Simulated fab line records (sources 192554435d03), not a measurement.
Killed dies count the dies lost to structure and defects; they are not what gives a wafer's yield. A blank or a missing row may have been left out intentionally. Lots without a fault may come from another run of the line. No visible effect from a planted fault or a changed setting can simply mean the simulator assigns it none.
fab line records -- flow n5-finfet
[record] lots = 7, wafers = 21
route steps=1938 shown HKMG_FIN@406 MOL_CONTACT_COAG@538 BEOL_M0_SAQP@638 BEOL_M0@715 BEOL_M1@751
start-h: start of the lot's first displayed wafer, in hours after the record's first day -- wait-h: hours since the lot's step before -- " repeats the value in the row above -- L1.1+2: a single row standing in for several wafers -- - either no value or no given start -- * or withheld: withheld -- < > ~ a bound
route shown NAME@n: a module of which the file shows steps, and the number in the route of the first -- usual: mean and standard deviation over wafers with no fault -- same: alike in all rows -- chamber/n: place in a boat -- sites: per-site readings -- _std_site: standard deviation across them -- _edge_site: inner sites' mean taken away from outer sites' mean -- radius-mm: for every site, how far away it sits from the centre of the wafer -- mask NAME#n: copy n -- behind: the tool/chamber that last shaped the wafer -- hold: why the lot was held/for how many hours/how that ended -- device: the transistor (n, p or np) that didn't switch -- end of line: the route-end tests of the same wafers -- a step with no rows: only its recipe -- killed: the dies lost at the first sort to structure and to defects; this is not the yield of the wafer -- map: dies across one wafer; x = killed, . = not, _ = none there
set.NAME: the setting that was run; set.NAME@STEP: the one run at that earlier step -- model.NAME: the simulator's own value behind a step, which no gauge read
one table per step and one row per wafer, for lots whose settings were changed on purpose
[[steps]]
[step N5_HKMG_FIN_ETCH_58]
[recipe] chemistry = N2/H2, target = SOC, target-depth-a = 2158, ion-energy-ev = 50, bias-w = 13, time-s = 741, pressure-mtorr = 30, source-w = 875, n2-flow-sccm = 200, h2-flow-sccm = 200
[usual] rf-vpp-V = 98.9/0.98
lot.wafer,tool,chamber,start-h,wait-h,set.source-w,rf-vpp-V,model.etch.depth-nm,model.HKMG_FIN.feature-depth-nm,model.SOC_of_HKMG_FIN_COAT_41.thk-nm
L076.1,rie-diel-03,1,82.28,0.0,875,98.3,215.6,215.6,83.2
L076.2,rie-diel-03,3,82.28,0.0,875,99.1,214.1,214.2,84.6
L076.4,rie-diel-03,2,82.28,0.0,875,96.4,214.8,214.8,84.2
L079.1,rie-diel-03,2,104.02,0.0,722.5,105.0,181.8,181.8,118.8
L079.3,rie-diel-03,0,104.02,0.0,875,97.0,219.2,219.2,80.8
L079.6,rie-diel-03,0,104.02,0.0,722.5,106.5,189,189,111.8
L083.3,rie-diel-02,2,126.34,0.0,818,101.2,207.5,207.4,93
L083.5,rie-diel-02,0,126.34,0.0,875,99.4,216.2,216.2,83.8
L083.6,rie-diel-02,3,126.34,0.0,875,98.1,225,225,76.2
L088.2,rie-diel-02,0,156.92,0.0,725.1,105.2,181.4,181.4,118.2
L088.3,rie-diel-02,2,156.92,0.0,875,98.5,216.6,216.6,84.8
L088.4,rie-diel-02,1,156.92,0.0,725.1,106.4,175.7,175.8,125.8
L091.1,rie-diel-02,3,172.79,0.0,783.7,102.8,201.2,201.2,99.2
L091.4,rie-diel-02,0,172.79,0.0,783.7,102.0,193.8,193.8,106
L091.5,rie-diel-02,2,172.79,0.0,875,98.1,214.8,214.8,86.2
L096.3,rie-diel-02,3,205.90,0.0,983.6,95.9,243.3,243.4,56.8
L096.5,rie-diel-02,1,205.90,0.0,983.6,95.7,242.5,242.4,57.2
L096.6,rie-diel-02,0,205.90,0.0,875,97.4,215.2,215.2,85.4
L097.2,rie-diel-04,0,212.95,0.0,875,95.8,224.3,224.4,74.8
L097.4,rie-diel-04,2,212.95,0.0,875,98.4,220.4,220.4,80
L097.5,rie-diel-04,1,212.95,0.0,875,99.0,217.1,217,83.2
[step N5_HKMG_FIN_STRIP_93]
[recipe] chemistry = N2/H2, material = SOC, time-s = 20, power-w = 500, temp-c = 40, pressure-mtorr = 50, rf-frequency-hz = 6e+07, bias-power-w = 8, h2-frac = 0.5, n2-flow-sccm = 300, h2-flow-sccm = 300
lot.wafer,tool,chamber,start-h,wait-h,set.source-w@HKMG_FIN_ETCH_58,model.SOC_of_HKMG_FIN_COAT_41.thk-nm
L076.1,rie-diel-03,1,82.70,0.2,875,73
L076.2,rie-diel-03,3,82.70,0.2,875,74.2
L076.4,rie-diel-03,2,82.70,0.2,875,74
L079.1,rie-diel-03,2,104.44,0.2,722.5,108.8
L079.3,rie-diel-03,0,104.44,0.2,875,70.6
L079.6,rie-diel-03,0,104.44,0.2,722.5,101.6
L083.3,rie-diel-02,2,126.77,0.2,818,82.6
L083.5,rie-diel-02,0,126.77,0.2,875,73.8
L083.6,rie-diel-02,3,126.77,0.2,875,65.8
L088.2,rie-diel-02,0,157.35,0.2,725.1,108.2
L088.3,rie-diel-02,2,157.35,0.2,875,74.4
L088.4,rie-diel-02,1,157.35,0.2,725.1,116
L091.1,rie-diel-02,3,173.21,0.2,783.7,89
L091.4,rie-diel-02,0,173.21,0.2,783.7,95.8
L091.5,rie-diel-02,2,173.21,0.2,875,76
L096.3,rie-diel-02,3,206.33,0.2,983.6,46.6
L096.5,rie-diel-02,1,206.33,0.2,983.6,47
L096.6,rie-diel-02,0,206.33,0.2,875,75.4
L097.2,rie-diel-04,0,213.37,0.2,875,64.4
L097.4,rie-diel-04,2,213.37,0.2,875,69.6
L097.5,rie-diel-04,1,213.37,0.2,875,73
[step N5_MOL_CONTACT_COAG_ETCH_110]
[recipe] chemistry = CF4/O2, target = Si, target-depth-a = 25, time-s = 8, pressure-mtorr = 100, source-w = 200, bias-w = 12, ion-energy-ev = 60, Ar_flow_sccm = 100, cf4-flow-sccm = 100, O2_flow_sccm = 10
lot.wafer,tool,chamber,start-h,wait-h,set.source-w,model.etch.depth-nm
L076.1,rie-diel-04,1,98.14,0.0,213.9,2.649
L076.2,rie-diel-04,2,98.14,0.0,200,2.496
L076.4,rie-diel-04,0,98.14,0.0,213.9,2.631
L079.1,rie-diel-02,0,121.35,0.0,200,2.472
L079.3,rie-diel-02,3,121.35,0.0,209.7,2.677
L079.6,rie-diel-02,3,121.35,0.0,200,2.578
L083.3,rie-diel-02,2,141.59,0.0,200,2.497
L083.5,rie-diel-02,2,141.59,0.0,200,2.523
L083.6,rie-diel-02,3,141.59,0.0,200,2.581
L088.2,rie-diel-03,2,172.39,0.0,188.9,2.365
L088.3,rie-diel-03,1,172.39,0.0,200,2.511
L088.4,rie-diel-03,1,172.39,0.0,200,2.521
L091.1,rie-diel-03,2,188.63,0.0,200,2.457
L091.4,rie-diel-03,3,188.63,0.0,231.8,2.8
L091.5,rie-diel-03,2,188.63,0.0,200,2.461
L096.3,rie-diel-03,3,222.44,0.0,200,2.48
L096.5,rie-diel-03,1,222.44,0.0,229.2,2.799
L096.6,rie-diel-03,3,222.44,0.0,200,2.499
L097.2,rie-diel-02,1,229.08,0.0,200,2.51
L097.4,rie-diel-02,0,229.08,0.0,200,2.484
L097.5,rie-diel-02,0,229.08,0.0,200,2.472
[step N5_MOL_CONTACT_COAG_ETCH_91]
[recipe] chemistry = N2/H2, target = SOC, target-depth-a = 600, overetch-a = 210, mask-material = SiARC, temp-c = 40, time-s = 101.2, ion-energy-ev = 200, pressure-mtorr = 30, source-w = 840, bias-w = 150, n2-flow-sccm = 200, h2-flow-sccm = 200
[usual] rf-vpp-V = 523.8/2.5
lot.wafer,tool,chamber,start-h,wait-h,set.source-w,rf-vpp-V
L076.1,rie-diel-03,1,111.83,0.0,840,522.1
L076.2,rie-diel-03,2,111.83,0.0,840,523.3
L076.4,rie-diel-03,0,111.83,0.0,840,522.1
L079.1,rie-diel-04,0,130.70,0.0,967.8,498.8
L079.3,rie-diel-04,2,130.70,0.0,967.8,498.0
L079.6,rie-diel-04,2,130.70,0.0,840,522.3
L083.3,rie-diel-02,2,153.94,0.0,891.2,513.3
L083.5,rie-diel-02,1,153.94,0.0,840,523.1
L083.6,rie-diel-02,0,153.94,0.0,840,520.9
L088.2,rie-diel-04,1,183.22,0.0,840,527.3
L088.3,rie-diel-04,2,183.22,0.0,726.9,548.3
L088.4,rie-diel-04,1,183.22,0.0,840,527.3
L091.1,rie-diel-04,1,200.19,0.0,958.9,502.8
L091.4,rie-diel-04,3,200.19,0.0,840,522.7
L091.5,rie-diel-04,1,200.19,0.0,840,525.4
L096.3,rie-diel-03,1,233.83,0.0,840,521.9
L096.5,rie-diel-03,0,233.83,0.0,840,521.0
L096.6,rie-diel-03,3,233.83,0.0,840,527.2
L097.2,rie-diel-03,0,238.70,0.0,840,522.3
L097.4,rie-diel-03,1,238.70,0.0,840,520.7
L097.5,rie-diel-03,0,238.70,0.0,840,521.8
[step N5_MOL_CONTACT_COAG_ETCHBACK_135]
[recipe] chemistry = CHF3, target = SiO2, target-depth-a = 250, time-s = 16.7, ion-energy-ev = 200, pressure-mtorr = 30, source-w = 610, bias-w = 170, Ar_flow_sccm = 200, CHF3_flow_sccm = 50
lot.wafer,tool,chamber,start-h,wait-h,set.time-s,model.SOC_of_MOL_CONTACT_COAG_COAT_75.thk-nm
L076.1+4,rie-diel-03,"1,0",111.92,0.0,16.7,57.4
L076.2,rie-diel-03,2,111.92,0.0,15.39,57.6
L079.1,rie-diel-04,0,130.79,0.0,16.7,57.4
L079.3+6,rie-diel-04,2,130.79,0.0,15.4,57.6
L083.3,rie-diel-02,2,154.03,0.0,16.7,57.6
L083.5,rie-diel-02,1,154.03,0.0,16.7,57.4
L083.6,rie-diel-02,0,154.03,0.0,19.84,57
L088.2,rie-diel-04,1,183.31,0.0,16.7,57.6
L088.3+4,rie-diel-04,"2,1",183.31,0.0,18.77,57.2
L091.1+5,rie-diel-04,1,200.28,0.0,16.7,57.4
L091.4,rie-diel-04,3,200.28,0.0,16.7,57.2
L096.3+6,rie-diel-03,"1,3",233.92,0.0,16.7,57.4
L096.5,rie-diel-03,0,233.92,0.0,16.7,57.2
L097.2+4+5,rie-diel-03,"0,1,0",238.79,0.0,16.7,57.2
[step N5_BEOL_M0_SAQP_PECVD_04]
[recipe] material = a-Si, target-thk-a = 600, temp-c = 350, precursor = SiH4/He, pressure-torr = 3, rf-w = 100, time-s = 60.2
lot.wafer,tool,chamber,start-h,wait-h,set.time-s,model.a-Si_of_BEOL_M0_SAQP_PECVD_04.thk-nm
L076.1,pecvd-03,2,120.26,0.0,60.2,59.6
L076.2,pecvd-03,1,120.26,0.0,60.2,60
L076.4,pecvd-03,1,120.26,0.0,60.2,60.4
L079.1+3,pecvd-04,"0,1",137.90,0.0,60.2,59.8
L079.6,pecvd-04,1,137.90,0.0,60.2,60.8
L083.3,pecvd-03,2,160.98,0.0,60.2,59.8
L083.5,pecvd-03,2,160.98,0.0,60.2,61
L083.6,pecvd-03,0,160.98,0.0,55.47,56.2
L088.2,pecvd-03,2,191.77,0.0,60.2,58.8
L088.3,pecvd-03,1,191.77,0.0,60.2,60.4
L088.4,pecvd-03,2,191.77,0.0,60.2,59.6
L091.1,pecvd-03,1,208.23,0.0,52.14,52.6
L091.4,pecvd-03,2,208.23,0.0,60.2,60.6
L091.5,pecvd-03,0,208.23,0.0,52.14,53.2
L096.3,pecvd-03,0,240.63,0.0,53.36,52
L096.5,pecvd-03,0,240.63,0.0,60.2,59.6
L096.6,pecvd-03,2,240.63,0.0,60.2,59
L097.2,pecvd-03,0,246.23,0.0,60.2,59.2
L097.4,pecvd-03,2,246.23,0.0,60.2,59.4
L097.5,pecvd-03,1,246.23,0.0,60.2,60.6
[step N5_BEOL_M0_SAQP_THK_MEAS_05]
[usual] thk-nm = 59.9/0.72
lot.wafer,tool,chamber,start-h,wait-h,set.time-s@BEOL_M0_SAQP_PECVD_04,thk-nm
L076.1,film-metro-01,-,120.35,0.1,60.2,59.7
L076.2,film-metro-01,-,120.35,0.1,60.2,59.9
L076.4,film-metro-01,-,120.35,0.1,60.2,60.5
L079.1,film-metro-01,-,137.99,0.1,60.2,59.8
L079.3,film-metro-01,-,137.99,0.1,60.2,59.8
L079.6,film-metro-01,-,137.99,0.1,60.2,60.9
L083.3,film-metro-02,-,161.08,0.1,60.2,59.9
L083.5,film-metro-02,-,161.08,0.1,60.2,61.0
L083.6,film-metro-02,-,161.08,0.1,55.47,56.2
L088.2,film-metro-01,-,191.87,0.1,60.2,58.8
L088.3,film-metro-01,-,191.87,0.1,60.2,60.3
L088.4,film-metro-01,-,191.87,0.1,60.2,59.7
L091.1,film-metro-01,-,208.33,0.1,52.14,52.6
L091.4,film-metro-01,-,208.33,0.1,60.2,60.5
L091.5,film-metro-01,-,208.33,0.1,52.14,53.2
L096.3,film-metro-01,-,240.73,0.1,53.36,52.1
L096.5,film-metro-01,-,240.73,0.1,60.2,59.5
L096.6,film-metro-01,-,240.73,0.1,60.2,59.0
L097.2,film-metro-02,-,246.33,0.1,60.2,59.2
L097.4,film-metro-02,-,246.33,0.1,60.2,59.4
L097.5,film-metro-02,-,246.33,0.1,60.2,60.7
[step N5_BEOL_M0_SAQP_EXPOSE_11]
[recipe] mask-id = M0_CORE, na = 1.35, source-shape = dipole, sigma-inner = 0.538, sigma-outer = 0.738, polarization = te, target-cd-nm = 42, dose-mj = 55
lot.wafer,tool,chamber,start-h,wait-h,mask,set.dose-mj
L076.1+2+4,arfi-scanner-03,0,120.74,-,M0_CORE#0,55
L079.1+3,arfi-scanner-03,0,138.22,-,M0_CORE#0,56.55
L079.6,arfi-scanner-03,0,138.22,-,M0_CORE#0,55
L083.3,arfi-scanner-02,0,161.32,-,M0_CORE#0,55
L083.5+6,arfi-scanner-02,0,161.32,-,M0_CORE#0,51.64
L088.2+4,arfi-scanner-03,0,192.10,-,M0_CORE#0,55
L088.3,arfi-scanner-03,0,192.10,-,M0_CORE#0,57.31
L091.1+5,arfi-scanner-03,0,208.71,-,M0_CORE#0,52.06
L091.4,arfi-scanner-03,0,208.71,-,M0_CORE#0,55
L096.3+6,arfi-scanner-01,0,241.10,-,M0_CORE#0,55
L096.5,arfi-scanner-01,0,241.10,-,M0_CORE#0,52.5
L097.2+4+5,arfi-scanner-03,0,246.69,-,M0_CORE#0,55
[step N5_BEOL_M0_SAQP_PEB_12]
[recipe] peb-temp-c = withheld, peb-time-s = 60, resist = CAR-ArF
[step N5_BEOL_M0_SAQP_DEVELOP_13]
[recipe] develop-time-s = 30, developer = TMAH, resist = CAR-ArF, dev-temp-c = 23, rinse-liquid = diw, dry = air-spin
[step N5_BEOL_M0_SAQP_CD_MEAS_14]
[recipe] target-cd-nm = 42.5, landing-energy-ev = 500, detector = se-inlens
[usual] cd-nm = 42.4/0.41
lot.wafer,tool,chamber,start-h,wait-h,set.dose-mj@BEOL_M0_SAQP_EXPOSE_11,cd-nm
L076.1,cd-sem-02,0,120.86,-,55,41.7
L076.2,cd-sem-02,0,120.86,-,55,41.4
L076.4,cd-sem-02,0,120.86,-,55,41.8
L079.1,cd-sem-01,0,138.35,-,56.55,41.9
L079.3,cd-sem-01,0,138.35,-,56.55,41.5
L079.6,cd-sem-01,0,138.35,-,55,42.7
L083.3,cd-sem-01,0,161.44,-,55,42.0
L083.5,cd-sem-01,0,161.44,-,51.64,44.5
L083.6,cd-sem-01,0,161.44,-,51.64,44.4
L088.2,cd-sem-02,0,192.23,-,55,42.5
L088.3,cd-sem-02,0,192.23,-,57.31,41.6
L088.4,cd-sem-02,0,192.23,-,55,42.9
L091.1,cd-sem-01,0,208.83,-,52.06,43.9
L091.4,cd-sem-01,0,208.83,-,55,42.2
L091.5,cd-sem-01,0,208.83,-,52.06,43.9
L096.3,cd-sem-03,0,241.22,-,55,42.5
L096.5,cd-sem-03,0,241.22,-,52.5,44.1
L096.6,cd-sem-03,0,241.22,-,55,42.7
L097.2,cd-sem-01,0,246.81,-,55,42.5
L097.4,cd-sem-01,0,246.81,-,55,42.1
L097.5,cd-sem-01,0,246.81,-,55,42.3
[step N5_BEOL_M0_SAQP_HM_OPEN_112]
[recipe] chemistry = CHF3/O2, target = SiO2, stop-on = a-Si, target-depth-a = 120, over-etch-frac = 1.25, mask-material = SOC, time-s = 13.5, pressure-mtorr = 30, source-w = 650, bias-w = 170, Ar_flow_sccm = 200, CHF3_flow_sccm = 50, O2_flow_sccm = 5, ion-energy-ev = 200, ends = end-point
[step N5_BEOL_M0_SAQP_STRIP_113]
[recipe] chemistry = CHF3/O2, resist = SiARC, rf-frequency-hz = 6e+07
[step N5_BEOL_M0_SAQP_MANDREL_ETCH_20]
[recipe] target-depth-a = 600, chemistry = HBr/Cl2, target = a-Si, stop-on = SiNx, bt-time-s = 10, mask-material = SOC, over-etch-frac = 0.5, time-s = 30, pressure-mtorr = 10, icp-w = 800, bias-w = 75, HBr_flow_sccm = 150, Cl2_flow_sccm = 80, ends = end-point
[usual] oes-product-au = 0.778/0.013
lot.wafer,tool,chamber,start-h,wait-h,set.time-s@BEOL_M0_SAQP_PECVD_04,oes-product-au,model.etch.depth-nm
L076.1,rie-si-06,2,121.49,0.0,60.2,0.770,59.67
L076.2,rie-si-06,1,121.49,0.0,60.2,0.784,59.89
L076.4,rie-si-06,0,121.49,0.0,60.2,0.812,60.48
L079.1,rie-si-01,3,138.74,0.0,60.2,0.781,59.76
L079.3,rie-si-01,0,138.74,0.0,60.2,0.771,59.81
L079.6,rie-si-01,0,138.74,0.0,60.2,0.789,60.87
L083.3,rie-si-06,0,161.86,0.0,60.2,0.802,59.8
L083.5,rie-si-06,2,161.86,0.0,60.2,0.769,60.98
L083.6,rie-si-06,1,161.86,0.0,55.47,0.741,56.08
L088.2,rie-si-05,3,192.63,0.0,60.2,0.772,58.77
L088.3,rie-si-05,0,192.63,0.0,60.2,0.774,60.33
L088.4,rie-si-05,2,192.63,0.0,60.2,0.774,59.66
L091.1,rie-si-01,1,209.20,0.0,52.14,0.721,52.63
L091.4,rie-si-01,2,209.20,0.0,60.2,0.793,60.49
L091.5,rie-si-01,0,209.20,0.0,52.14,0.725,53.19
L096.3,rie-si-06,2,241.58,0.0,53.36,0.705,52.04
L096.5,rie-si-06,3,241.58,0.0,60.2,0.786,59.49
L096.6,rie-si-06,2,241.58,0.0,60.2,0.757,58.99
L097.2,rie-si-05,1,247.18,0.0,60.2,0.763,59.07
L097.4,rie-si-05,2,247.18,0.0,60.2,0.772,59.42
L097.5,rie-si-05,3,247.18,0.0,60.2,0.765,60.62
[step N5_BEOL_M0_SAQP_STRIP_86]
[recipe] chemistry = N2/H2, power-w = 500, temp-c = 40, pressure-mtorr = 50, rf-frequency-hz = 6e+07, overash-fraction = 0.3, bias-power-w = 28, h2-frac = 0.5, n2-flow-sccm = 300, h2-flow-sccm = 300
[step N5_BEOL_M0_SAQP_STRIP_115]
[recipe] chemistry = post-etch-residue-remover, time-s = 60, temp-c = 25, remover-ph = withheld, remover-water-wt-pct = withheld, remover-fluoride-wt-pct = withheld
[step N5_BEOL_M0_SAQP_SRD_93]
[recipe] dry = ipa-marangoni, time-s = 30, temp-c = 23, rinse-liquid = diw
[step N5_BEOL_M0_SAQP_RECESS_114]
[recipe] chemistry = HF/NH3, target = SiO2, target-depth-a = 144, afs-cycles = 3, temp-c = 30, sublimation-temp-c = 180, sublimation-time-s = 60
[step N5_BEOL_M0_SAQP_SPACER1_ALD_98]
[recipe] material = SiO2, target-thk-a = 128, temp-c = 300, ald-precursor-family = BDEAS, ald-co-reactant = O2-plasma, pulse-time-s = 1, purge-time-s = 2, co-reactant-purge-time-s = 2, ald-cycles = 138, pressure-torr = 2
lot.wafer,tool,chamber,start-h,wait-h,set.time-s@BEOL_M0_SAQP_PECVD_04,model.a-Si_of_BEOL_M0_SAQP_PECVD_04.thk-nm
L076.1,ald-sin-01,0,122.11,0.3,60.2,59.4
L076.2,ald-sin-01,1,122.11,0.3,60.2,59.8
L076.4,ald-sin-01,2,122.11,0.3,60.2,60.4
L079.1+3,ald-sin-01,"2,1",139.35,0.3,60.2,59.6
L079.6,ald-sin-01,2,139.35,0.3,60.2,60.6
L083.3,ald-sin-02,3,162.52,0.2,60.2,59.6
L083.5,ald-sin-02,2,162.52,0.2,60.2,60.8
L083.6,ald-sin-02,3,162.52,0.2,55.47,55.8
L088.2,ald-sin-01,2,193.24,0.3,60.2,58.6
L088.3,ald-sin-01,0,193.24,0.3,60.2,60.2
L088.4,ald-sin-01,1,193.24,0.3,60.2,59.4
L091.1,ald-sin-04,0,209.81,0.3,52.14,52.4
L091.4,ald-sin-04,3,209.81,0.3,60.2,60.4
L091.5,ald-sin-04,3,209.81,0.3,52.14,53
L096.3,ald-sin-01,2,242.19,0.1,53.36,51.8
L096.5,ald-sin-01,0,242.19,0.1,60.2,59.4
L096.6,ald-sin-01,1,242.19,0.1,60.2,58.8
L097.2,ald-sin-01,3,247.79,0.3,60.2,58.8
L097.4,ald-sin-01,1,247.79,0.3,60.2,59.2
L097.5,ald-sin-01,0,247.79,0.3,60.2,60.4
[step N5_BEOL_M0_ETCH_138]
[recipe] chemistry = CH3F/O2, target-depth-a = 120, target = SiCN, time-s = 31.6, ion-energy-ev = 120, pressure-mtorr = 30, source-w = 395, bias-w = 75, Ar_flow_sccm = 150, CH3F_flow_sccm = 30, O2_flow_sccm = 20, ends = cleared
[usual] rf-vpp-V = 297.2/1.5
lot.wafer,tool,chamber,start-h,wait-h,set.source-w,rf-vpp-V
L076.1,rie-diel-02,1,127.17,0.0,395,296.4
L076.2,rie-diel-02,0,127.17,0.0,395,294.4
L076.4,rie-diel-02,2,127.17,0.0,395,295.7
L079.1,rie-diel-02,2,144.42,0.0,355,308.6
L079.3,rie-diel-02,1,144.42,0.0,355,307.3
L079.6,rie-diel-02,2,144.42,0.0,355,306.9
L083.3,rie-diel-03,1,167.18,0.0,360.2,305.8
L083.5,rie-diel-03,2,167.18,0.0,395,296.8
L083.6,rie-diel-03,3,167.18,0.0,360.2,307.7
L088.2,rie-diel-03,2,198.75,0.0,395,295.6
L088.3,rie-diel-03,3,198.75,0.0,395,297.5
L088.4,rie-diel-03,1,198.75,0.0,373.9,301.3
L091.1,rie-diel-02,2,214.19,0.0,395,297.5
L091.4,rie-diel-02,1,214.19,0.0,395,297.5
L091.5,rie-diel-02,1,214.19,0.0,426.4,290.1
L096.3,rie-diel-02,3,247.25,0.0,395,299.2
L096.5,rie-diel-02,1,247.25,0.0,395,296.6
L096.6,rie-diel-02,2,247.25,0.0,395,297.5
L097.2,rie-diel-04,2,252.36,0.0,395,295.9
L097.4,rie-diel-04,2,252.36,0.0,395,296.5
L097.5,rie-diel-04,3,252.36,0.0,395,296.7
[step N5_BEOL_M1_ILD_DEP_00]
[recipe] material = SiOC, target-thk-a = 790, temp-c = 350, precursor = DEMS/O2, pressure-torr = 5, rf-w = 500, time-s = 15.3
lot.wafer,tool,chamber,start-h,wait-h,set.time-s,model.SiOC_of_BEOL_M1_ILD_DEP_00.thk-nm
L076.1,pecvd-01,1,135.46,0.0,15.3,78.6
L076.2,pecvd-01,0,135.46,0.0,16.26,84.2
L076.4,pecvd-01,0,135.46,0.0,15.3,79.6
L079.1,pecvd-02,0,150.64,0.0,16.78,86.6
L079.3,pecvd-02,1,150.64,0.0,15.3,79.6
L079.6,pecvd-02,2,150.64,0.0,15.3,81
L083.3,pecvd-01,1,175.46,0.0,16.96,88.2
L083.5,pecvd-01,1,175.46,0.0,16.96,88.8
L083.6,pecvd-01,2,175.46,0.0,15.3,80.6
L088.2,pecvd-01,2,203.68,0.0,14.39,75.4
L088.3,pecvd-01,0,203.68,0.0,14.39,73.4
L088.4,pecvd-01,2,203.68,0.0,15.3,80.6
L091.1,pecvd-02,0,222.94,0.0,16.25,84.2
L091.4,pecvd-02,0,222.94,0.0,15.3,80.4
L091.5,pecvd-02,1,222.94,0.0,15.3,81.6
L096.3,pecvd-02,1,254.81,0.0,15.3,79.2
L096.5,pecvd-02,2,254.81,0.0,15.3,80.4
L096.6,pecvd-02,0,254.81,0.0,13.3,70.6
L097.2,pecvd-01,0,259.52,0.0,15.3,78
L097.4,pecvd-01,1,259.52,0.0,15.3,80.6
L097.5,pecvd-01,2,259.52,0.0,15.3,80.4
[step N5_BEOL_M1_THK_MEAS_01]
[recipe] reads = SiOC_of_BEOL_M1_ILD_DEP_00
[usual] M1_ILD_THK = 79.5/1
lot.wafer,tool,chamber,start-h,wait-h,set.time-s@BEOL_M1_ILD_DEP_00,M1_ILD_THK[nm]
L076.1,film-metro-01,-,135.53,0.0,15.3,78.7
L076.2,film-metro-01,-,135.53,0.0,16.26,84.1
L076.4,film-metro-01,-,135.53,0.0,15.3,79.5
L079.1,film-metro-01,-,150.70,0.0,16.78,86.6
L079.3,film-metro-01,-,150.70,0.0,15.3,79.5
L079.6,film-metro-01,-,150.70,0.0,15.3,81.0
L083.3,film-metro-01,-,175.53,0.1,16.96,88.2
L083.5,film-metro-01,-,175.53,0.1,16.96,88.8
L083.6,film-metro-01,-,175.53,0.1,15.3,80.6
L088.2,film-metro-01,-,203.75,0.1,14.39,75.4
L088.3,film-metro-01,-,203.75,0.1,14.39,73.4
L088.4,film-metro-01,-,203.75,0.1,15.3,80.6
L091.1,film-metro-01,-,223.01,0.0,16.25,84.2
L091.4,film-metro-01,-,223.01,0.0,15.3,80.5
L091.5,film-metro-01,-,223.01,0.0,15.3,81.6
L096.3,film-metro-01,-,254.88,0.1,15.3,79.2
L096.5,film-metro-01,-,254.88,0.1,15.3,80.4
L096.6,film-metro-01,-,254.88,0.1,13.3,70.5
L097.2,film-metro-01,-,259.59,0.1,15.3,78.0
L097.4,film-metro-01,-,259.59,0.1,15.3,80.6
L097.5,film-metro-01,-,259.59,0.1,15.3,80.5
[[key]]
[split] step = N5_HKMG_FIN_ETCH_58, setting = source-w, stated = 875, by = wafer
[response] step = N5_HKMG_FIN_ETCH_58, reading = rf-vpp-V, change = -0.397, per = 1%, r = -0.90
[response] step = N5_HKMG_FIN_ETCH_58, reading = model.etch.depth-nm, change = +2.05, per = 1%, r = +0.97
[response] step = N5_HKMG_FIN_ETCH_58, reading = model.HKMG_FIN.feature-depth-nm, change = +2.05, per = 1%, r = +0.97
[response] step = N5_HKMG_FIN_ETCH_58, reading = model.SOC_of_HKMG_FIN_COAT_41.thk-nm, change = -2.05, per = 1%, r = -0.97
[response] step = N5_HKMG_FIN_STRIP_93, reading = model.SOC_of_HKMG_FIN_COAT_41.thk-nm, change = -2.06, per = 1%, r = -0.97
[split] step = N5_MOL_CONTACT_COAG_ETCH_110, setting = source-w, stated = 200, by = wafer
[response] step = N5_MOL_CONTACT_COAG_ETCH_110, reading = model.etch.depth-nm, change = +0.022, per = 1%, r = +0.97
[split] step = N5_MOL_CONTACT_COAG_ETCH_91, setting = source-w, stated = 840, by = wafer
[response] step = N5_MOL_CONTACT_COAG_ETCH_91, reading = rf-vpp-V, change = -1.54, per = 1%, r = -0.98
[split] step = N5_MOL_CONTACT_COAG_ETCHBACK_135, setting = time-s, stated = 16.7, by = wafer
[response] step = N5_MOL_CONTACT_COAG_ETCHBACK_135, reading = model.SOC_of_MOL_CONTACT_COAG_COAT_75.thk-nm, change = -0.0278, per = 1%, r = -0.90
[split] step = N5_BEOL_M0_SAQP_PECVD_04, setting = time-s, stated = 60.2, by = wafer
[response] step = N5_BEOL_M0_SAQP_PECVD_04, reading = model.a-Si_of_BEOL_M0_SAQP_PECVD_04.thk-nm, change = +0.592, per = 1%, r = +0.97
[response] step = N5_BEOL_M0_SAQP_THK_MEAS_05, reading = thk-nm, change = *, per = 1%, r = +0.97
[response] step = N5_BEOL_M0_SAQP_MANDREL_ETCH_20, reading = oes-product-au, change = +0.00551, per = 1%, r = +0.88
[response] step = N5_BEOL_M0_SAQP_MANDREL_ETCH_20, reading = model.etch.depth-nm, change = +0.587, per = 1%, r = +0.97
[response] step = N5_BEOL_M0_SAQP_SPACER1_ALD_98, reading = model.a-Si_of_BEOL_M0_SAQP_PECVD_04.thk-nm, change = +0.596, per = 1%, r = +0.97
[split] step = N5_BEOL_M0_SAQP_EXPOSE_11, setting = dose-mj, stated = 55, by = wafer
[response] step = N5_BEOL_M0_SAQP_CD_MEAS_14, reading = cd-nm, change = -0.342, per = 1%, r = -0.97
[split] step = N5_BEOL_M0_ETCH_138, setting = source-w, stated = 395, by = wafer
[response] step = N5_BEOL_M0_ETCH_138, reading = rf-vpp-V, change = -1.01, per = 1%, r = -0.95
[split] step = N5_BEOL_M1_ILD_DEP_00, setting = time-s, stated = 15.3, by = wafer
[response] step = N5_BEOL_M1_ILD_DEP_00, reading = model.SiOC_of_BEOL_M1_ILD_DEP_00.thk-nm, change = +0.718, per = 1%, r = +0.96
[response] step = N5_BEOL_M1_THK_MEAS_01, reading = M1_ILD_THK, change = +0.719, per = 1%, r = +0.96
